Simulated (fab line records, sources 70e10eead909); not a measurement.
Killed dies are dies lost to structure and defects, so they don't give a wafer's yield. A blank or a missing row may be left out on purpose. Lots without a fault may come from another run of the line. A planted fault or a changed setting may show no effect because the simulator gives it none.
Which tool did it? | flow nand_harc | 12 lots, 36 wafers sampled, at 1 step of a route of 1159

WHAT THE GAUGES READ, wafer by wafer
NHARC_A_M0_INSPECT_27.
lot  | measured     | on                | raw_defect_count
L074 | day 18 01:49 | defect_inspect-02 | 368 357 435
L077 | day 18 04:31 | defect_inspect-01 | 464 537 512
L079 | day 18 21:13 | defect_inspect-02 | 483 483 419
L081 | day 19 11:44 | defect_inspect-02 | 336 280 267
L083 | day 20 01:05 | defect_inspect-02 | 659 344 532
L085 | day 20 09:31 | defect_inspect-02 | 1347 669 519
L088 | day 20 14:17 | defect_inspect-02 | 383 378 463
L089 | day 22 08:40 | defect_inspect-01 | 562 729 526
L090 | day 22 09:24 | defect_inspect-01 | 291 367 312
L093 | day 22 16:52 | defect_inspect-02 | 408 660 449
L096 | day 23 03:23 | defect_inspect-01 | 558 601 493
L097 | day 23 16:14 | defect_inspect-01 | 592 681 633

WHICH TOOL RAN EACH LOT (tool, then ch and the chambers of the sampled wafers, then the start)
The record holds no process step before these readings.

THE ANSWER, worked out from the rows above alone
Rule: what is usual is taken from the lots themselves. Put in order of their means at a reading, lots are off if they are a third of the lots or fewer, leave a main group of 4 or more, and stand apart from it by a gap of 3 or more times the standard deviation of the main group's means; of several such gaps the widest counts. A main group whose means are all the same, to the digits that the tables above print for the reading, isn't used. A lot without any number at a reading at which 4 lots or more have one is off too. The other lots that the step has rows for count as sound.
No lot is off at any reading shown: from this, nothing can be told.

WHAT THE SIMULATOR HAD PUT IN
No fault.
